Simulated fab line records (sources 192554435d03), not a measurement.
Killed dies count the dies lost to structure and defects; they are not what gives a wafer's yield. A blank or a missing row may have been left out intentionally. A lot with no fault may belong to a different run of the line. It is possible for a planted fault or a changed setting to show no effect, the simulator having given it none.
Chamber matching    flow n5 finfet    pecvd-04 running N5_BEOL_M9_ILD_DEP_00: 3 sister chambers
The step deposits SiCOH lowk from DEMS/porogen, target thk 308.51 nm, time 58 s. 5 wafers are shown with their chamber, then 7 later ones without.

== EACH WAFER AND ITS CHAMBER ==
wafer   chamber  throttle valve pct (%)  heater power w (W)
L086.3  1        15.5                    279
L086.4  2        13.0                    307
L086.5  0        13.6                    392
L084.2  0        13.5                    380
L084.4  1        15.5                    330

== WAFERS MISSING THEIR CHAMBER ==
wafer   throttle valve pct (%)  heater power w (W)
L084.5  13.1                    257
L088.3  13.5                    357
L088.5  13.4                    254
L088.6  13.7                    365
L090.2  13.1                    412
L090.4  13.5                    401
L090.5  13.0                    273

== CHAMBER TAKEN BY EACH ==
wafer    from the rows above   in truth
L084.5   2                     2
L088.3   0                     0
L088.5   0                     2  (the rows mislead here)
L088.6   0                     0
L090.2   2                     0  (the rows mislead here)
L090.4   0                     0
L090.5   2                     2
Correct placement for 5 of the 7. Left unplaced by these rows: 0. Wrongly placed: 2.
How it was worked out, from the rows above alone: a wafer's distance from a chamber is the root of the sum, over the readings, of the square of ((its reading less the chamber's mean) divided by the reading's scatter). The wafer belongs to the nearest chamber; if the next one is less than 2 further off, it can't be placed. The mean given for a chamber averages the wafers shown for that chamber. The scatter is the square root of a quotient: the sum, over the shown wafers, of each reading's squared deviation from its chamber's mean, divided by wafers minus chambers.
